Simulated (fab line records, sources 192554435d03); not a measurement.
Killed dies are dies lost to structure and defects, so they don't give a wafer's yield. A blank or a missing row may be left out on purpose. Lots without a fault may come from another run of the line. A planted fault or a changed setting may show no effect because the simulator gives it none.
Which tool did it? | flow n5_finfet | 9 lots, 27 wafers sampled, at 6 steps of a route of 1938

WHAT THE GAUGES READ, wafer by wafer
N5_FIN_SAQP_CD_MEAS_31: target cd 8 nm.
lot  | measured    | on        | cd_nm (nm)
L621 | day 2 09:11 | cd_sem-02 | 8.01 8.18 7.94
L623 | day 2 20:08 | cd_sem-02 | 8.04 8.15 8.07
L629 | day 4 09:11 | cd_sem-02 | 7.92 7.94 8.49
L631 | day 4 21:32 | cd_sem-03 | 8.30 8.02 8.15
L636 | day 6 02:34 | cd_sem-02 | 7.94 8.36 8.01
L640 | day 7 02:15 | cd_sem-02 | 8.02 7.66 8.30
L641 | day 7 08:12 | cd_sem-01 | 8.23 8.19 8.08
L642 | day 7 14:23 | cd_sem-02 | 7.94 8.02 7.98
L643 | day 7 19:27 | cd_sem-01 | 7.78 8.13 8.50

N5_FIN_CUT_INSPECT_17: inspects for defects (brightfield).
lot  | measured    | on                | raw_defect_count
L621 | day 2 11:34 | defect_inspect-02 | 152 326 215
L623 | day 2 22:09 | defect_inspect-01 | 191 335 284
L629 | day 4 11:33 | defect_inspect-02 | 771 792 791
L631 | day 4 23:54 | defect_inspect-01 | 639 692 655
L636 | day 6 04:35 | defect_inspect-01 | 223 260 167
L640 | day 7 04:25 | defect_inspect-02 | 162 204 169
L641 | day 7 10:08 | defect_inspect-01 | 248 288 378
L642 | day 7 16:28 | defect_inspect-01 | 274 298 254
L643 | day 7 21:48 | defect_inspect-01 | 271 222 342

N5_BEOL_M4_RC_MEAS_101.
lot  | measured     | on        | DIBL_N (mV/V)  | DIBL_P (mV/V)  | IOFF_N (nA/um) | IOFF_P (nA/um) | ION_N (uA/um) | ION_P (uA/um) | SS_N (mV/dec)  | SS_P (mV/dec)  | VT_N (mV)   | VT_P (mV)
L621 | day 8 11:33  | prober-02 | 33.6 36.4 35.8 | 34.1 37.0 36.4 | 0.14 0.18 0.17 | 0.21 0.25 0.24 | 673 679 676   | 467 468 467   | 71.1 72.3 71.8 | 73.2 73.4 73.1 | 248 250 249 | -248 -249 -246
L623 | day 8 13:29  | prober-01 | 35.7 33.6 36.1 | 36.1 33.4 36.5 | 0.15 0.11 0.14 | 0.18 0.14 0.18 | 682 681 677   | 467 462 463   | 71.0 71.0 71.5 | 73.3 72.8 73.3 | 251 255 253 | -251 -257 -253
L629 | day 10 07:46 | prober-02 | 34.4 36.1 36.9 | 34.8 37.7 38.2 | 0.11 0.14 0.15 | 0.16 0.21 0.20 | 662 653 662   | 448 460 450   | 70.0 70.6 71.1 | 72.8 73.9 73.8 | 253 253 251 | -257 -251 -253
L631 | day 10 09:15 | prober-01 | 35.8 35.6 34.2 | 36.3 34.7 33.9 | 0.16 0.15 0.13 | 0.20 0.17 0.17 | 684 666 657   | 464 450 448   | 71.3 71.1 71.1 | 72.9 72.7 72.1 | 249 249 251 | -251 -253 -253
L636 | day 11 18:43 | prober-02 | 38.3 37.4 39.3 | 38.1 36.6 38.4 | 0.17 0.15 0.17 | 0.20 0.19 0.20 | 681 660 661   | 455 457 450   | 72.2 72.0 73.0 | 74.4 73.6 73.8 | 250 252 251 | -254 -255 -253
L640 | day 13 00:05 | prober-02 | 33.4 35.3 34.3 | 33.1 34.8 33.9 | 0.13 0.16 0.14 | 0.17 0.19 0.18 | 682 677 672   | 465 462 459   | 71.4 71.3 71.9 | 72.7 73.6 73.2 | 251 247 250 | -254 -251 -252
L641 | day 13 03:38 | prober-02 | 40.0 38.2 37.6 | 40.9 38.7 37.9 | 0.28 0.23 0.21 | 0.27 0.24 0.22 | 717 695 687   | 475 461 459   | 72.9 73.1 71.7 | 74.6 74.5 73.4 | 241 242 245 | -250 -249 -251
L642 | day 13 10:11 | prober-02 | 36.2 37.3 37.5 | 35.1 36.3 37.0 | 0.14 0.16 0.16 | 0.17 0.18 0.20 | 662 677 673   | 447 458 458   | 71.2 72.1 71.5 | 73.8 73.9 74.2 | 253 249 247 | -251 -254 -253
L643 | day 13 10:06 | prober-01 | 33.2 36.3 36.8 | 33.6 37.7 38.6 | 0.12 0.18 0.19 | 0.16 0.21 0.22 | 669 678 677   | 452 461 458   | 71.2 71.9 72.1 | 72.4 74.4 74.3 | 252 248 246 | -256 -250 -253

WHICH TOOL RAN EACH LOT (tool, then ch and the chambers of the sampled wafers, then the start)
lot  | N5_FIN_SAQP_FIN_ETCH_36         | N5_FIN_CUT_PRECLEAN_35            | N5_STI_FIN_REVEAL_STRIP_24
L621 | rie_si-03 ch 0,3, day 2 09:34   | vapor_etch-01 ch 0, day 2 11:10   | rie_diel-01 ch 0,2, day 2 17:29
L623 | rie_si-03 ch 0,1, day 2 20:28   | vapor_etch-02 ch 0,1, day 2 21:47 | rie_diel-06 ch 1,2, day 3 04:01
L629 | rie_si-01 ch 1,2,3, day 4 09:33 | vapor_etch-02 ch 0,1, day 4 10:54 | rie_diel-03 ch 0,1,3, day 4 17:25
L631 | rie_si-01 ch 0,2,3, day 4 21:52 | vapor_etch-02 ch 0,1, day 4 23:32 | rie_diel-01 ch 0,1,3, day 5 05:46
L636 | rie_si-01 ch 1,2,3, day 6 02:53 | vapor_etch-01 ch 0,1, day 6 04:07 | rie_diel-01 ch 0,1,3, day 6 10:17
L640 | rie_si-02 ch 0,1,2, day 7 02:38 | vapor_etch-01 ch 0,1, day 7 03:52 | rie_diel-03 ch 1,2,3, day 7 10:14
L641 | rie_si-03 ch 0,2,3, day 7 08:32 | vapor_etch-01 ch 1, day 7 09:46   | rie_diel-06 ch 0,1,2, day 7 15:49
L642 | rie_si-03 ch 1,3, day 7 14:43   | vapor_etch-02 ch 0,1, day 7 16:05 | rie_diel-03 ch 0,1, day 7 22:31
L643 | rie_si-01 ch 2,3, day 7 19:47   | vapor_etch-02 ch 1, day 7 21:08   | rie_diel-06 ch 0,1, day 8 03:37
- N5_FIN_SAQP_FIN_ETCH_36: etches the open film in HBr/Cl2/O2, target depth 120 nm, time 50.4 s.
- N5_FIN_CUT_PRECLEAN_35: cleans in vHF, time 13.3 s.
- N5_STI_FIN_REVEAL_STRIP_24: strips in N2/H2, time 90 s.

WHAT THE TOOLS THEMSELVES READ (means of the sampled wafers that have a number; where no wafer has one, the mark that the record gives instead)
N5_FIN_SAQP_FIN_ETCH_36.
lot  | tool      | O2_flow_sccm (sccm) | bias_w (W) | drypump_motor_current_A (A) | oes_product_au (a.u.) | throttle_valve_pct (%)
L621 | rie_si-03 | 11.95               | 102.2      | 5.3                         | 0.985                 | 35.78
L623 | rie_si-03 | 12.01               | 101.7      | 5.3                         | 0.979                 | 35.97
L629 | rie_si-01 | 12.01               | 101.8      | 6.4                         | 1.000                 | 36.00
L631 | rie_si-01 | 12.03               | 101.6      | 6.0                         | 1.002                 | 35.85
L636 | rie_si-01 | 11.95               | 102.3      | 6.4                         | 0.996                 | 36.00
L640 | rie_si-02 | 12.04               | 102.0      | 6.1                         | 0.990                 | 36.01
L641 | rie_si-03 | 12.04               | 101.9      | 5.8                         | 1.020                 | 35.64
L642 | rie_si-03 | 12.01               | 102.1      | 5.5                         | 1.016                 | 35.64
L643 | rie_si-01 | 12.00               | 101.6      | 6.4                         | 1.014                 | 35.83

N5_FIN_CUT_PRECLEAN_35.
lot  | tool          | drypump_motor_current_A (A)
L621 | vapor_etch-01 | 5.34
L623 | vapor_etch-02 | 5.74
L629 | vapor_etch-02 | 5.72
L631 | vapor_etch-02 | 5.72
L636 | vapor_etch-01 | 5.38
L640 | vapor_etch-01 | 5.44
L641 | vapor_etch-01 | 5.48
L642 | vapor_etch-02 | 5.50
L643 | vapor_etch-02 | 5.30

N5_STI_FIN_REVEAL_STRIP_24.
lot  | tool        | drypump_motor_current_A (A) | oes_product_au (a.u.) | rf_vpp_V (V) | showerhead_plenum_p_Torr (Torr) | throttle_valve_pct (%)
L621 | rie_diel-01 | 5.5                         | 0.77                  | 45.4         | 3.42                            | 12.33
L623 | rie_diel-06 | 5.3                         | 0.85                  | 45.4         | 3.34                            | 12.17
L629 | rie_diel-03 | 5.6                         | 0.74                  | 45.0         | 3.41                            | 12.24
L631 | rie_diel-01 | 6.0                         | 0.78                  | 45.6         | 3.42                            | 12.23
L636 | rie_diel-01 | 6.0                         | 0.77                  | 45.2         | 3.41                            | 12.25
L640 | rie_diel-03 | 5.5                         | 0.82                  | 45.3         | 3.31                            | 12.04
L641 | rie_diel-06 | 5.2                         | 0.79                  | 45.1         | 3.39                            | 12.32
L642 | rie_diel-03 | 5.3                         | 0.77                  | 44.6         | 3.33                            | 12.05
L643 | rie_diel-06 | 5.2                         | 0.75                  | 45.4         | 3.46                            | 12.41

THE ANSWER, worked out from the rows above alone
Rule: what is usual is taken from the lots themselves. Put in order of their means at a reading, lots are off if they are a third of the lots or fewer, leave a main group of 4 or more, and stand apart from it by a gap of 3 or more times the standard deviation of the main group's means; of several such gaps the widest counts. A main group whose means are all the same, to the digits that the tables above print for the reading, isn't used. A lot without any number at a reading at which 4 lots or more have one is off too. The other lots that the step has rows for count as sound. The gauges are gone through in route order, then the tools' own readings, and for those a lot's mean is taken as printed above. The first step at which some lot is off is used, and at that step the reading that is off furthest; a lot without a number counts as furthest.
Off: L629, L631, at N5_FIN_CUT_INSPECT_17 (raw_defect_count). The main group: mean 251, standard deviation 40.
A tool fits if, at a process step before that reading, it ran every lot that is off, and no sound lot after the first of them. The gauges at N5_FIN_CUT_INSPECT_17 aren't tried: what is off there is off at N5_FIN_CUT_PRECLEAN_35 too, on other tools, and a gauge's error can't cause that. None of those tried fits.

WHAT THE SIMULATOR HAD PUT IN
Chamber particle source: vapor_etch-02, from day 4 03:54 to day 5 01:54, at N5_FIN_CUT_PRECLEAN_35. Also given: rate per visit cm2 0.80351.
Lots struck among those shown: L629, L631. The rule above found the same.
